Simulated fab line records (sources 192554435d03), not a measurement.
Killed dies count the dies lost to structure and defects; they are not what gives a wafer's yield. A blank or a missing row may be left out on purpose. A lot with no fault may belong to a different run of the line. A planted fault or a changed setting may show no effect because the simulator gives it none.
Matching of chambers	flow n5 finfet	N5_BEOL_M1_STRIP_36 on rie diel-03: 4 sister chambers
The step strips in N2/H2. 4 wafers are shown with their chamber, then 8 later ones without.

== WAFERS, EACH WITH ITS CHAMBER ==
wafer	chamber	showerhead plenum p Torr (Torr)
L077.2	3	2.63
L091.1	0	2.66
L091.6	2	2.42
L093.2	1	2.51

== WAFERS WITH NO CHAMBER GIVEN ==
wafer	showerhead plenum p Torr (Torr)
L093.4	2.66
L093.5	2.42
L096.2	2.61
L096.4	2.41
L096.5	2.51
L097.1	2.65
L097.3	2.61
L097.5	2.65

== CHAMBER TAKEN BY EACH ==
wafer	from the rows above	in truth
L093.4	0	0
L093.5	2	2
L096.2	3	3
L096.4	2	2
L096.5	1	1
L097.1	can't be placed: 0 or 3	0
L097.3	3	3
L097.5	can't be placed: 0 or 3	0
Placed correctly: 6 of 8. Unplaceable from these rows: 2, with the true chamber sitting among the candidates in 2. 0 placed wrongly.
How it was worked out, from the rows above alone: a wafer's distance from a chamber is the root of the sum, over the readings, of the square of ((its reading less the chamber's mean) divided by the reading's scatter). The wafer belongs to the nearest chamber; if the next one is less than 2 further off, it can't be placed. The mean given for a chamber averages the wafers shown for that chamber. The scatter (one wafer shown for each chamber): square how far every hidden wafer sits from the nearest shown wafer, average those squares and take the square root.
